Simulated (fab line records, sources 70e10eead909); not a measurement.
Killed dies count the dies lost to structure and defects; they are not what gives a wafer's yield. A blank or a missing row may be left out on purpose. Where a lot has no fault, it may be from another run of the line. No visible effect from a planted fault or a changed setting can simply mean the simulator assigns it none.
The tool behind it: which one? | flow nand_harc | 23 lots, 69 wafers sampled, at 3 steps of a route of 1302

WHAT THE GAUGES SHOWED, per wafer
NHARC_A_SLIT_CD_MEAS_09 targets a cd of 300 nm.
lot  | measured     | on        | cd_nm (nm)
L076 | day 20 06:48 | cd_sem-01 | 300.8 300.0 300.3
L075 | day 20 10:25 | cd_sem-03 | 299.9 299.9 300.2
L074 | day 20 08:08 | cd_sem-01 | 300.8 300.5 301.5
L077 | day 20 19:02 | cd_sem-03 | 299.4 300.3 299.8
L078 | day 21 06:43 | cd_sem-03 | 299.2 300.4 299.5
L079 | day 21 23:40 | cd_sem-01 | 299.3 299.8 299.2
L081 | day 22 22:11 | cd_sem-01 | 300.0 300.1 300.2
L083 | day 23 16:50 | cd_sem-03 | 300.0 300.3 301.1
L082 | day 23 18:26 | cd_sem-02 | 299.8 300.3 299.5
L084 | day 24 09:54 | cd_sem-03 | 299.8 299.4 299.7
L086 | day 24 08:45 | cd_sem-02 | 299.4 299.6 299.6
L087 | day 24 19:05 | cd_sem-03 | 299.8 300.1 300.5
L085 | day 24 19:53 | cd_sem-01 | 299.9 300.3 300.4
L088 | day 25 15:59 | cd_sem-03 | 300.0 299.6 300.2
L089 | day 25 16:11 | cd_sem-02 | 299.3 298.6 298.4
L090 | day 26 04:38 | cd_sem-01 | 299.1 298.8 299.8
L091 | day 27 05:06 | cd_sem-03 | 300.2 300.2 299.9
L092 | day 27 04:57 | cd_sem-01 | 299.6 300.4 299.4
L093 | day 27 10:50 | cd_sem-01 | 299.9 300.1 299.9
L094 | day 27 15:27 | cd_sem-01 | 300.4 299.3 299.6
L095 | day 28 14:07 | cd_sem-03 | 299.5 299.6 299.9
L096 | day 28 13:47 | cd_sem-02 | 300.7 300.4 299.6
L097 | day 29 07:44 | cd_sem-03 | 300.6 299.7 299.7

WHAT TOOL EACH LOT RAN ON (gives the tool, then ch and the chambers of the sampled wafers, and finally the start)
lot  | NHARC_A_SGD_CUT_ETCH_15                       | NHARC_A_SGD_CUT_ETCHBACK_24
L076 | rie_diel-10 ch 0,2,3, day 20 01:42 or earlier | rie_diel-08 ch 1,2,3, day 20 01:42
L075 | rie_diel-11 ch 0,2,3, day 20 01:52 or earlier | rie_diel-10 ch 1,3, day 20 01:52
L074 | rie_diel-08 ch 0,1,3, day 20 01:44 or earlier | rie_diel-10 ch 1,2, day 20 01:44
L077 | rie_diel-10 ch 0,1, day 20 11:16 or earlier   | rie_diel-08 ch 0,1,3, day 20 11:16
L078 | rie_diel-11 ch 0,1,2, day 21 00:10 or earlier | rie_diel-10 ch 0,1,2, day 21 00:10
L079 | rie_diel-10 ch 0,1,2, day 21 16:08 or earlier | rie_diel-08 ch 0,1,2, day 21 16:08
L081 | rie_diel-08 ch 0,1, day 22 15:39 or earlier   | rie_diel-08 ch 1,2, day 22 15:39
L083 | rie_diel-11 ch 0,2,3, day 23 11:51 or earlier | rie_diel-10 ch 0,1,3, day 23 11:51
L082 | rie_diel-08 ch 0,1,3, day 23 11:52 or earlier | rie_diel-08 ch 2,3, day 23 11:52
L084 | rie_diel-11 ch 1,2, day 24 03:26 or earlier   | rie_diel-08 ch 1,2,3, day 24 03:26
L086 | rie_diel-10 ch 0,2,3, day 24 03:29 or earlier | rie_diel-11 ch 0,2,3, day 24 03:29
L087 | rie_diel-11 ch 0,1, day 24 08:50 or earlier   | rie_diel-11 ch 0,3, day 24 08:50
L085 | rie_diel-10 ch 0,1,2, day 24 08:49 or earlier | rie_diel-08 ch 1,2,3, day 24 08:49
L088 | rie_diel-08 ch 0,1,3, day 25 10:07 or earlier | rie_diel-10 ch 0,1,2, day 25 10:07
L089 | rie_diel-10 ch 2,3, day 25 10:07 or earlier   | rie_diel-08 ch 0,1,3, day 25 10:07
L090 | rie_diel-08 ch 0,1,2, day 25 22:49 or earlier | rie_diel-08 ch 2,3, day 25 22:49
L091 | rie_diel-10 ch 0,2, day 26 22:43 or earlier   | rie_diel-08 ch 1,2,3, day 26 22:43
L092 | rie_diel-08 ch 0,1,2, day 26 22:43 or earlier | rie_diel-10 ch 1,3, day 26 22:43
L093 | rie_diel-11 ch 0,1,3, day 27 04:54 or earlier | rie_diel-10 ch 0,2,3, day 27 04:54
L094 | rie_diel-11 ch 0,2, day 27 10:08 or earlier   | rie_diel-08 ch 0,1,2, day 27 10:08
L095 | rie_diel-08 ch 0,2,3, day 28 08:46 or earlier | rie_diel-08 ch 0,3, day 28 08:46
L096 | rie_diel-10 ch 0,2,3, day 28 08:41 or earlier | rie_diel-10 ch 0,1,3, day 28 08:41
L097 | rie_diel-08 ch 1,3, day 29 00:02 or earlier   | rie_diel-10 ch 0,1, day 29 00:02
- NHARC_A_SGD_CUT_ETCH_15: etches the open film in CH3F/O2, target depth 75 nm, time 64.3 s.
- NHARC_A_SGD_CUT_ETCHBACK_24: etches the open film in CH3F/O2, target depth 50 nm, time 92.857 s.

AS READ BY THE TOOLS THEMSELVES (means over the sampled wafers that have a number; for cases with no such wafer, the mark the record gives instead)
NHARC_A_SGD_CUT_ETCH_15.
lot  | tool        | chamber_pressure_mTorr (mTorr) | drypump_motor_current_A (A) | oes_product_au (a.u.) | rf_vpp_V (V) | showerhead_plenum_p_Torr (Torr) | throttle_valve_pct (%)
L076 | rie_diel-10 | 25.011                         | 5.2                         | 0.951                 | 264.5        | 2.48                            | 20.667
L075 | rie_diel-11 | 25.004                         | 6.0                         | 0.972                 | 264.3        | 2.47                            | 20.661
L074 | rie_diel-08 | 25.002                         | 5.1                         | 0.926                 | 264.3        | 2.50                            | 20.666
L077 | rie_diel-10 | 24.990                         | 5.8                         | 0.970                 | 263.0        | 2.46                            | 20.663
L078 | rie_diel-11 | 24.988                         | 5.6                         | 0.953                 | 264.4        | 2.49                            | 20.659
L079 | rie_diel-10 | 25.026                         | 5.8                         | 0.965                 | 264.3        | 2.47                            | 20.670
L081 | rie_diel-08 | 24.994                         | 4.9                         | 0.964                 | 264.4        | 2.53                            | 20.657
L083 | rie_diel-11 | 24.986                         | 6.0                         | 0.971                 | 263.8        | 2.47                            | 20.660
L082 | rie_diel-08 | 25.006                         | 5.1                         | 0.971                 | 264.6        | 2.50                            | 20.650
L084 | rie_diel-11 | 24.991                         | 5.4                         | 0.969                 | 266.2        | 2.60                            | 20.659
L086 | rie_diel-10 | 24.999                         | 5.2                         | 0.959                 | 264.3        | 2.48                            | 20.661
L087 | rie_diel-11 | 24.987                         | 5.3                         | 0.967                 | 263.0        | 2.39                            | 20.666
L085 | rie_diel-10 | 24.993                         | 5.8                         | 0.937                 | 264.2        | 2.47                            | 20.664
L088 | rie_diel-08 | 25.006                         | 5.2                         | 0.948                 | 265.3        | 2.49                            | 20.661
L089 | rie_diel-10 | 24.995                         | 5.3                         | 0.949                 | 263.5        | 2.48                            | 20.663
L090 | rie_diel-08 | 24.991                         | 4.9                         | 0.967                 | 264.5        | 2.48                            | 20.660
L091 | rie_diel-10 | 24.996                         | 5.5                         | 0.953                 | 263.1        | 2.45                            | 20.660
L092 | rie_diel-08 | 24.997                         | 4.9                         | 0.976                 | 264.3        | 2.47                            | 20.667
L093 | rie_diel-11 | 25.017                         | 5.5                         | 0.962                 | 264.2        | 2.49                            | 20.659
L094 | rie_diel-11 | 25.007                         | 5.7                         | 0.973                 | 262.2        | 2.37                            | 20.673
L095 | rie_diel-08 | 25.013                         | 5.2                         | 0.968                 | 264.6        | 2.44                            | 20.672
L096 | rie_diel-10 | 25.012                         | 5.3                         | 0.959                 | 264.4        | 2.48                            | 20.655
L097 | rie_diel-08 | 24.978                         | 5.2                         | 0.959                 | 266.7        | 2.60                            | 20.652

NHARC_A_SGD_CUT_ETCHBACK_24.
lot  | tool        | chamber_pressure_mTorr (mTorr) | drypump_motor_current_A (A) | oes_product_au (a.u.) | rf_vpp_V (V) | showerhead_plenum_p_Torr (Torr) | throttle_valve_pct (%)
L076 | rie_diel-08 | 25.014                         | 5.2                         | 0.99                  | 246.3        | 2.56                            | 20.665
L075 | rie_diel-10 | 24.983                         | 5.9                         | 0.99                  | 245.7        | 2.52                            | 20.657
L074 | rie_diel-10 | 24.991                         | 5.9                         | 0.98                  | 244.1        | 2.47                            | 20.667
L077 | rie_diel-08 | 24.996                         | 5.2                         | 1.00                  | 244.6        | 2.50                            | 20.652
L078 | rie_diel-10 | 24.995                         | 5.8                         | 0.96                  | 243.8        | 2.47                            | 20.657
L079 | rie_diel-08 | 25.018                         | 4.9                         | 0.99                  | 244.2        | 2.48                            | 20.666
L081 | rie_diel-08 | 24.998                         | 4.9                         | 0.93                  | 245.9        | 2.59                            | 20.659
L083 | rie_diel-10 | 25.000                         | 5.6                         | 0.99                  | 244.6        | 2.50                            | 20.653
L082 | rie_diel-08 | 24.978                         | 5.5                         | 0.95                  | 244.7        | 2.52                            | 20.667
L084 | rie_diel-08 | 25.018                         | 5.2                         | 1.00                  | 245.4        | 2.56                            | 20.667
L086 | rie_diel-11 | 25.004                         | 6.0                         | 0.99                  | 245.0        | 2.46                            | 20.669
L087 | rie_diel-11 | 24.989                         | 5.9                         | 0.92                  | 244.8        | 2.47                            | 20.665
L085 | rie_diel-08 | 25.015                         | 5.2                         | 0.99                  | 245.1        | 2.56                            | 20.662
L088 | rie_diel-10 | 24.986                         | 5.8                         | 1.00                  | 244.8        | 2.46                            | 20.671
L089 | rie_diel-08 | 25.008                         | 5.2                         | 1.00                  | 244.7        | 2.49                            | 20.666
L090 | rie_diel-08 | 25.019                         | 5.2                         | 0.93                  | 244.9        | 2.51                            | 20.660
L091 | rie_diel-08 | 25.018                         | 5.2                         | 1.00                  | 247.1        | 2.56                            | 20.658
L092 | rie_diel-10 | 25.008                         | 5.3                         | 0.99                  | 245.7        | 2.53                            | 20.660
L093 | rie_diel-10 | 24.990                         | 5.3                         | 0.98                  | 244.9        | 2.48                            | 20.669
L094 | rie_diel-08 | 25.032                         | 4.9                         | 0.98                  | 245.1        | 2.48                            | 20.658
L095 | rie_diel-08 | 24.995                         | 5.4                         | 0.94                  | 243.9        | 2.46                            | 20.664
L096 | rie_diel-10 | 24.990                         | 5.5                         | 0.92                  | 245.0        | 2.49                            | 20.652
L097 | rie_diel-10 | 24.991                         | 6.1                         | 0.99                  | 245.1        | 2.48                            | 20.664

THE ANSWER, worked out from the rows above alone
Rule: usual is defined by the lots themselves. The widest of any qualifying gaps counts: lots, ordered by their means at a reading, are off when they make up no more than a third of the lots, leave a main group of 4 or more, and stand apart from it by 3 or more times the standard deviation of that group's means. The tables above print the reading to a certain number of digits; a main group whose means all agree to those digits is not used. Also off: a lot with no number at a reading for which 4 or more lots have one. All remaining lots with rows at the step are treated as sound. The gauges are gone through in route order, then the tools' own readings, and for those a lot's mean is taken as printed above. At the first step where some lot is off, the reading lying furthest off is the one used; lots without a number count as furthest.
Across all readings shown, no lot is off: no conclusion can be drawn from this.

WHAT THE SIMULATOR PUT IN
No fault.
